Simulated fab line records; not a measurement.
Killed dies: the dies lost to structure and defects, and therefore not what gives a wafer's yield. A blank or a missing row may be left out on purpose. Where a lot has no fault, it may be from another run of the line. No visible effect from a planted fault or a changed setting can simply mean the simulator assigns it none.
What tool caused it?    flow n5-finfet    11 lots (32 wafers sampled), 1 step of a 1938-step route

## WHAT THE GAUGES SHOWED, per wafer
N5_DUMMY_GATE_CD_MEAS_15: the cd target is 25.8 nm.
lot   measured     on         cd-nm (nm)
L642  day 3 00:08  cd-sem-03  24.86 24.95 24.72
L643  day 3 11:04  cd-sem-01  25.16 25.22 25.07
L646  day 3 22:33  cd-sem-02  24.70 24.91 25.07
L645  day 3 23:20  cd-sem-02  25.21 25.07 24.89
L655  day 6 09:54  cd-sem-03  25.11 24.88 24.58
L656  day 6 12:40  cd-sem-01  24.94 24.74 24.81
L658  day 6 22:15  cd-sem-01  24.85 25.02 24.83
L659  day 7 09:16  cd-sem-03  24.56 24.92
L661  day 7 17:04  cd-sem-02  25.52 24.37 24.93
L662  day 8 00:25  cd-sem-01  25.14 25.26 25.10
L663  day 8 05:16  cd-sem-03  24.79 25.10 25.30

## WHICH TOOL RAN EACH LOT (tool, then ch and the chambers of the sampled wafers, then the start)
There is no process step in the record ahead of these readings.

## THE ANSWER, worked out from the rows above alone
Rule: the usual values come from the lots themselves. The widest of any qualifying gaps counts: lots, ordered by their means at a reading, are off when they make up no more than a third of the lots, leave a main group of 4 or more, and stand apart from it by 3 or more times the standard deviation of that group's means. A main group whose means are all the same, to the digits that the tables above print for the reading, isn't used. A lot without any number at a reading at which 4 lots or more have one is off too. The other lots that the step has rows for count as sound.
None of the lots is off at any reading shown; this tells nothing.

## WHAT THE SIMULATOR PUT IN
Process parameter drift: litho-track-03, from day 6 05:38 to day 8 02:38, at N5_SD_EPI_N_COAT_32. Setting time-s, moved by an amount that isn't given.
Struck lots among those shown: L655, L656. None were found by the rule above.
